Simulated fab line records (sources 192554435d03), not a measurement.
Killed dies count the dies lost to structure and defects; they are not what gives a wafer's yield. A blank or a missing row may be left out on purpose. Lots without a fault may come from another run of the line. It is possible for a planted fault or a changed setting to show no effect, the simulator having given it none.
Comparing a struck lot with a sound one || flow n5_finfet || 37 steps out of a route of 1938
Sound: wafers L344.1, L344.4, L344.6. Struck: wafers L331.1, L331.2, L331.3. The cause is named last.
At each step with rows: each side's tool, then ch and its chambers, then its first start. Under that, the readings that differ: sound wafers || struck wafers || difference of the means || sigmas: that difference in standard deviations of wafers without a fault.
alike: readings with means less than 2 such deviations apart, plus words and numbers identical on both sides. not compared: withheld readings, readings lacking a value on some wafer, bounds such as >300 that could conceal the same value, and numbers that have no deviation in the record and whose values overlap.
Wherever a step has rows on one side only, a row that says differs or no value, or a row with sigmas, the two part there. Non-overlapping numbers with no deviation appear without sigmas and do not part them. A reading that every wafer of one side lacks parts them only if that side has two wafers or more.

first, 9 steps without rows for these wafers: N5_PASSIVATION_SOFTBAKE_05 (time 90 s); N5_PASSIVATION_EXPOSE_07 (exposes mask TV, defocus 0 nm, target cd 3000 nm); N5_PASSIVATION_PEB_08; N5_PASSIVATION_DEVELOP_09 (develop time 60 s); N5_PASSIVATION_HARDBAKE_11 (time 120 s); N5_PASSIVATION_DESCUM_12 (chemistry O2, time 7.9 s); N5_PASSIVATION_PASS_ETCH_74 (etches SiNx in CF4/O2, target depth 220 nm, time 110 s); N5_PASSIVATION_VIA_ETCH_13 (etches SiO2 in CHF3/O2, target depth 660 nm, time 330 s); N5_PASSIVATION_STRIP_14 (strips in O2).
N5_PASSIVATION_ETCH_15: etches SiCN in CF4/N2, target depth 75 nm, time 81.2 s.
  sound on rie_diel-06 ch 2,3, day 19 03:49; struck on rie_diel-03 ch 0,1,3, day 15 10:50
  alike: drypump_motor_current_A, n2_flow_sccm, oes_product_au, rf_vpp_V, showerhead_plenum_p_Torr, throttle_valve_pct
  not compared: rf_hours_counter_h
then, 26 steps without rows for these wafers: N5_PASSIVATION_STRIP_73 (strips in post etch residue remover, time 60 s); N5_PASSIVATION_SRD_17 (time 30 s, dry time 30 s); N5_PASSIVATION_DEGAS_18 (time 60 s); N5_PASSIVATION_PRE_CLEAN_19; N5_PASSIVATION_SPUTTER_20 (material TaN, target thk 50 nm); N5_PASSIVATION_AL_DEP_21 (deposits Al, target thk 2800 nm, time 170 s); N5_PASSIVATION_HMDS_23 (time 60 s); N5_PASSIVATION_COAT_24; N5_PASSIVATION_EBR_26; N5_PASSIVATION_SOFTBAKE_25 (time 90 s); N5_PASSIVATION_EXPOSE_27 (exposes mask PAD, defocus 0 nm); N5_PASSIVATION_PEB_28; N5_PASSIVATION_DEVELOP_29 (develop time 60 s); N5_PASSIVATION_HARDBAKE_31 (time 120 s); N5_PASSIVATION_DESCUM_32 (chemistry O2, time 7.9 s); N5_PASSIVATION_AL_ETCH_33 (etches Al in Cl2/BCl3, stops on TaN, target depth 2800 nm, time 466.7 s); N5_PASSIVATION_ETCH_59 (etches TaN in Cl2/BCl3, target depth 65 nm, time 34.9 s); N5_PASSIVATION_STRIP_34 (strips in O2); N5_PASSIVATION_STRIP_51 (strips in post etch residue remover, time 1200 s); N5_PASSIVATION_CLEAN_69 (cleans in IPA, time 180 s); N5_PASSIVATION_SRD_70 (time 30 s); N5_PASSIVATION_PECVD_53 (deposits SiO2 from TEOS/O2, target thk 800 nm, time 169.4 s); N5_PASSIVATION_PECVD_35 (deposits SiNx from SiH4/NH3/N2, target thk 700 nm, time 151.3 s); N5_PASSIVATION_HMDS_37 (time 60 s); N5_PASSIVATION_COAT_38; N5_PASSIVATION_EBR_40.
N5_PASSIVATION_PROBE_49:
  rows exist in the record for the struck wafers here (prober-01, day 15 17:39), but not for the sound ones

== WHERE THEY PART ==
At N5_PASSIVATION_PROBE_49 and nowhere else, as far as this record goes.

WHY: what had been put in by the simulator
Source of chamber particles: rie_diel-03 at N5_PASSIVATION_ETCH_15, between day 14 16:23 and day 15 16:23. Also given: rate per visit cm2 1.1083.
